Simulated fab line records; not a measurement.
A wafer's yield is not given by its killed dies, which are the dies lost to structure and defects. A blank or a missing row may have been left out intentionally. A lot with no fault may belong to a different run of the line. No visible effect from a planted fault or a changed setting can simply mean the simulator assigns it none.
fab line records | flow nandHarc
record: lots: 13 wafers: 39 lastDay: 33
route steps=1302 shown A_CHANNEL_FILL_D1@499 A_DECK1_JOINT@543 A_ONON_D2@545 END@1302
lots untouched by any fault: they come from a run of this same line in which no faults occurred
startH: start of the lot's first displayed wafer, in hours after the record's first day | waitH: hours since the lot's step before | " repeats the value in the row above | L1.1+2: several wafers, shown together as one row | - either no value or no given start | * or withheld: withheld | < > ~ a bound
route shown NAME@n: a module of which the file shows steps, and the number in the route of the first | usual: mean and standard deviation over wafers with no fault | same: alike in all rows | chamber/n: place in a boat | sites: the reading at each site | _std_site: the values' standard deviation | _edge_site: mean of outer sites minus mean of inner sites | radiusMm: for every site, how far away it sits from the centre of the wafer | mask NAME#n: copy n | behind: the most recent tool/chamber to have shaped the wafer | hold: why the lot was held/for how many hours/how that ended | device: the n, p or np transistor that did not switch | end of line: the route-end tests of the same wafers | step lacking rows: just its recipe | killed: count of dies lost to structure and defects at first sort (not the wafer's yield) | map: dies across one wafer; x = killed, . = not, _ = none there
set.NAME: the setting that was run; set.NAME@STEP: the one run at that earlier step | model.NAME: the simulator's own value behind a step, which no gauge read
one table for each step of the route and one row for each wafer, over a sample of lots
services: a tool's chamber out of use, with start hour (startH, from the record's first day; less than 0 if before it), hours out, and reason
== steps ==
step: NHARC_A_CHANNEL_FILL_D1_ETCHBACK_19
recipe: targetDepthA: 50 timeS: 1.7 hbrFlowSccm: 150 cl2FlowSccm: 50 rfW: 400 icpW: 400 biasW: 100 chemistry: HBr/Cl2
usual: drypumpMotorCurrentA: 5.6/0.37 oesProductAu: 0.999/0.011 throttleValvePct: 26.405/0.0091
columns lot.wafer tool chamber startH waitH drypumpMotorCurrentA oesProductAu rfHoursCounterH throttleValvePct
L118.1 rieSi-06 3 217.58 0.4 5.8 0.990 0.8 26.386
L118.6 " 1 " " 6.3 0.989 - 26.412
L118.5 " 2 " " 6.3 0.995 - 26.402
L119.4 rieSi-02 1 231.03 0.4 5.1 1.002 0.8 26.392
L119.2 " 2 " " 5.8 0.999 0.8 26.405
L119.5 " 2 " " 5.8 1.016 - 26.412
L120.4 rieSi-03 1 231.03 0.4 5.7 1.002 0 26.419
L120.1 " 3 " " 5.2 0.998 0 26.403
L120.2 " 0 " " 5.7 1.016 0 26.407
L121.4 rieSi-03 2 242.93 0.4 5.3 0.993 0.0 26.400
L121.3 " 3 " " 5.1 0.993 0.0 26.411
L121.5 " 2 " " 5.3 0.994 - 26.395
L124.2 rieSi-03 3 270.73 0.4 5.1 1.001 0.1 26.411
L124.3 " 0 " " 5.7 0.994 0.1 26.402
L124.5 " 0 " " 5.7 1.005 - 26.413
L125.3 rieSi-06 1 289.51 0.4 6.3 1.003 0.3 26.410
L125.6 " 2 " " 6.3 1.000 - 26.412
L125.5 " 3 " " 5.8 0.985 - 26.408
L126.2 rieSi-06 2 305.62 0.4 6.3 0.995 0.4 26.381
L126.4 " 0 " " 5.4 0.985 0.4 26.397
L126.5 " 2 " " 6.3 0.991 - 26.405
L127.2 rieSi-02 2 308.97 0.4 5.8 0.993 0.1 26.396
L127.3 " 0 " " 5.5 0.982 0.2 26.394
L127.6 " 2 " " 5.8 1.008 - 26.414
L130.2 rieSi-03 1 330.12 0.4 5.7 0.992 0.6 26.408
L130.6 " 0 " " 5.7 1.015 - 26.408
L130.5 " 1 " " 5.8 1.000 - 26.411
L132.1 rieSi-03 0 360.13 0.4 5.7 0.998 0.7 26.404
L132.3 " 2 " " 5.2 1.009 1.1 26.407
L132.6 " 1 " " 5.8 0.999 - 26.392
L134.3 rieSi-06 2 377.05 0.4 6.3 0.989 0.8 26.414
L134.2 " 1 " " 6.2 0.991 0.8 26.409
L134.6 " 3 " " 5.8 0.986 - 26.405
L139.4 rieSi-03 0 428.68 0.4 5.7 1.009 0.1 26.402
L139.2 " 2 " " 5.2 0.997 0.1 26.401
L139.5 " 0 " " 5.7 1.013 - 26.428
L141.3 rieSi-03 1 444.19 0.4 5.8 1.014 0.2 26.412
L141.2 " 3 " " 5.1 1.007 0.3 26.402
L141.6 " 1 " " 5.8 0.998 - 26.389
step: NHARC_A_DECK1_JOINT_THK_MEAS_17
recipe: thkMeasGauge: ellipsometry
usual: thkNm: 44.9/1.1
columns lot.wafer tool chamber startH waitH thkNm
L118.1 filmMetro-02 - 274.20 0.2 45.6
L118.5 " - " " 43.5
L118.6 " - " " 44.7
L119.2 filmMetro-01 - 284.04 0.3 43.2
L119.4 " - " " 45.4
L119.5 " - " " 45.5
L120.1 filmMetro-02 - 284.19 0.3 45.4
L120.2 " - " " 43.8
L120.4 " - " " 46.6
L121.3 filmMetro-02 - 306.91 0.2 44.9
L121.4 " - " " 45.0
L121.5 " - " " 45.7
L124.2 filmMetro-02 - 331.38 0.3 45.0
L124.3 " - " " 44.8
L124.5 " - " " 43.3
L125.3 filmMetro-01 - 350.33 0.2 45.9
L125.5 " - " " 46.1
L125.6 " - " " 45.1
L126.2 filmMetro-02 - 364.37 0.2 43.0
L126.4 " - " " 43.7
L126.5 " - " " 44.9
L127.2 filmMetro-01 - 364.43 0.2 45.0
L127.3 " - " " 44.1
L127.6 " - " " 45.1
L130.2 filmMetro-01 - 392.35 0.2 43.7
L130.5 " - " " 45.1
L130.6 " - " " 46.3
L132.1 filmMetro-01 - 420.96 0.2 47.1
L132.3 " - " " 43.8
L132.6 " - " " 44.9
L134.2 filmMetro-02 - 433.53 0.2 46.8
L134.3 " - " " 45.8
L134.6 " - " " 46.2
L139.2 filmMetro-02 - 487.97 0.2 46.4
L139.4 " - " " 42.5
L139.5 " - " " 46.1
L141.2 filmMetro-01 - 501.98 0.3 45.6
L141.3 " - " " 46.0
L141.6 " - " " 45.1
step: NHARC_A_ONON_D2_DEP_00
recipe: targetThkA: 10000 n2FlowSccm: 2750 n2oFlowSccm: 2000 nh3FlowSccm: 500 sih4FlowSccm: 210 tempC: 400
columns lot.wafer tool chamber startH waitH
L118.1+5+6 pecvdOnon-04 0 274.31 0.1
L119.2+4+5 pecvdOnon-01 0 284.20 0.1
L120.1+2+4 pecvdOnon-04 0 284.29 0.1
L121.3+4+5 pecvdOnon-04 0 307.13 0.2
L124.2+3+5 pecvdOnon-04 0 331.54 0.1
L125.3+5+6 pecvdOnon-04 0 350.55 0.2
L126.2+4+5 pecvdOnon-01 0 364.53 0.1
L127.2+3+6 pecvdOnon-04 0 364.59 0.1
L130.2+5+6 pecvdOnon-03 0 392.51 0.1
L132.1+3+6 pecvdOnon-04 0 421.06 0.1
L134.2+3+6 pecvdOnon-03 0 433.70 0.1
L139.2+4+5 pecvdOnon-03 0 488.13 0.1
L141.2+3+6 pecvdOnon-03 0 502.14 0.1
step: NHARC_A_ONON_D2_THK_MEAS_02
recipe: thkMeasGauge: ellipsometry
usual: thkNm: 1004/7.1
columns lot.wafer tool chamber startH waitH thkNm
L118.1 filmMetro-01 - 274.81 - 990
L118.5 " - " " 992
L118.6 " - " " 992
L119.2 filmMetro-01 - 284.66 - 1011
L119.4 " - " " 1009
L119.5 " - " " 1008
L120.1 filmMetro-01 - 284.80 - 1010
L120.2 " - " " 1012
L120.4 " - " " 1014
L121.3 filmMetro-02 - 307.53 - 994
L121.4 " - " " 995
L121.5 " - " " 997
L124.2 filmMetro-01 - 331.99 - 1001
L124.3 " - " " 999
L124.5 " - " " 999
L125.3 filmMetro-01 - 350.94 - 998
L125.5 " - " " 998
L125.6 " - " " 996
L126.2 filmMetro-01 - 364.98 - 1014
L126.4 " - " " 1014
L126.5 " - " " 1013
L127.2 filmMetro-02 - 365.04 - 1016
L127.3 " - " " 1016
L127.6 " - " " 1016
L130.2 filmMetro-02 - 392.96 - 1003
L130.5 " - " " 1003
L130.6 " - " " 1005
L132.1 filmMetro-02 - 421.58 - 1007
L132.3 " - " " 647
L132.6 " - " " 648
L134.2 filmMetro-01 - 434.15 - 1005
L134.3 " - " " 1006
L134.6 " - " " 1006
L139.2 filmMetro-02 - 488.59 - 1002
L139.4 " - " " 1000
L139.5 " - " " 999
L141.2 filmMetro-02 - 502.59 - 999
L141.3 " - " " 1001
L141.6 " - " " 1000
step: NHARC_END_SORT_01
recipe: tempC: 25
usual: killedAtArray: 55/19 killedAtOther: 0.8/1.1 killedAtPeriphery: 4.0/2.6 killedDies: 60/20 killedOpen: 3.4/1.7 killedShort: 2.6/1.5
same: grossDies: 677
columns lot.wafer tool chamber startH waitH killedAtArray killedAtOther killedAtPeriphery killedDies killedOpen killedShort
L132.1 prober-02 0 701.10 2.5 48 0 7 55 4 3
L132.3 prober-02 0 702.69 3.1 671 0 6 677 5 0
L132.6 prober-02 0 705.07 4.0 673 0 4 677 4 3
killed by level:class
L132.1 A_CHANNEL_HOLE_D2:chamberFilmFlake=18 A_CHANNEL_HOLE_D1:chamberFilmFlake=11 A_DECK1_JOINT:chamberFilmFlake=3 A_SLIT:chamberFilmFlake=3 A_CONTACT:chamberFilmFlake=3 P_GATE:chamberFilmFlake=2 P_M1:chamberFilmFlake=2 P_BONDPAD:chamberFilmFlake=2
L132.3 A_ONON_D2:areaDep=627 A_CHANNEL_HOLE_D2:chamberFilmFlake=23 A_CHANNEL_HOLE_D1:chamberFilmFlake=7 A_SLIT:chamberFilmFlake=4 P_GATE:chamberFilmFlake=3 A_CONTACT:chamberFilmFlake=3 A_CHANNEL_HOLE_D2:geometricParticle:open=2 A_CHANNEL_HOLE_D1:geometricParticle:open=1
L132.6 A_ONON_D2:areaDep=630 A_CHANNEL_HOLE_D2:chamberFilmFlake=20 A_CHANNEL_HOLE_D1:chamberFilmFlake=8 A_STAIRCASE:chamberFilmFlake=3 A_CONTACT:chamberFilmFlake=3 A_SLIT:chamberFilmFlake=2 P_CONTACT:geometricParticle:short=1 A_ONON_D1:geometricParticle:open=1
== services ==
columns tool chamber startH hours kind
rieSi-02 1 201.38 5.4 repair
rieSi-03 - 221.00 9.0 pm
pecvdOnon-03 - 227.34 13.0 pm
rieSi-06 - 249.00 9.0 pm
rieSi-03 1 267.48 8.2 repair
pecvdOnon-01 - 269.13 13.0 pm
rieSi-06 3 270.26 8.0 repair
rieSi-02 - 277.00 9.0 pm
pecvdOnon-04 - 311.00 13.0 pm
rieSi-03 3 352.19 7.6 repair
pecvdOnon-03 - 361.56 11.3 repair
rieSi-06 1 385.09 4.7 repair
rieSi-02 2 388.12 2.9 repair
rieSi-06 2 391.51 9.5 repair
rieSi-03 - 398.00 9.0 pm
pecvdOnon-03 - 408.34 13.0 pm
rieSi-02 2 414.40 13.9 repair
rieSi-06 3 415.01 3.9 repair
rieSi-03 2 422.70 2.4 repair
rieSi-06 - 426.00 9.0 pm
pecvdOnon-01 - 450.13 13.0 pm
rieSi-06 3 461.62 1.3 repair
pecvdOnon-04 - 492.00 13.0 pm
rieSi-06 1 499.28 21.1 repair
== key ==
firstSign: step: NHARC_A_ONON_D2_THK_MEAS_02 reading: thkNm direction: down sigmas: 50 usual: 1004 struck: 647
effect: step: NHARC_END_SORT_01 reading: killedAtArray direction: up sigmas: 32 usual: 55 struck: 672
moreKillsBornAt: NHARC_A_ONON_D2_DEP_00@pecvdOnon-04: 1257
metAt NHARC_A_ONON_D2_DEP_00
struckLots L132
struckWafers L132.3,L132.6
laterRowsLeftOut L132.3,L132.6
testerLeftOut L132
notActingAt NHARC_A_CHANNEL_FILL_D1_ETCHBACK_19,NHARC_A_DECK1_JOINT_THK_MEAS_17
onsetBetween 364.59 421.06
fault: kind: processParameterDrift tool: pecvdOnon-04 chamber: - onsetH: 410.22 steps: NHARC_A_ONON_D2_DEP_00 channel: targetThkA offset: * shape: step endH: 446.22 scope: struckWafersOnly actsIn: * stated: *
testerLeftOut: of these lots the tester's yield and bins aren't shown, on N5 and GAA mostly nor the transistor test; their killed dies are dies lost to structure and defects alone, not to doping, threshold or leakage, so they don't give the yield
laterRowsLeftOut: the simulator's readings of these wafers behind a module that went badly wrong aren't trusted and aren't shown, but for the sort
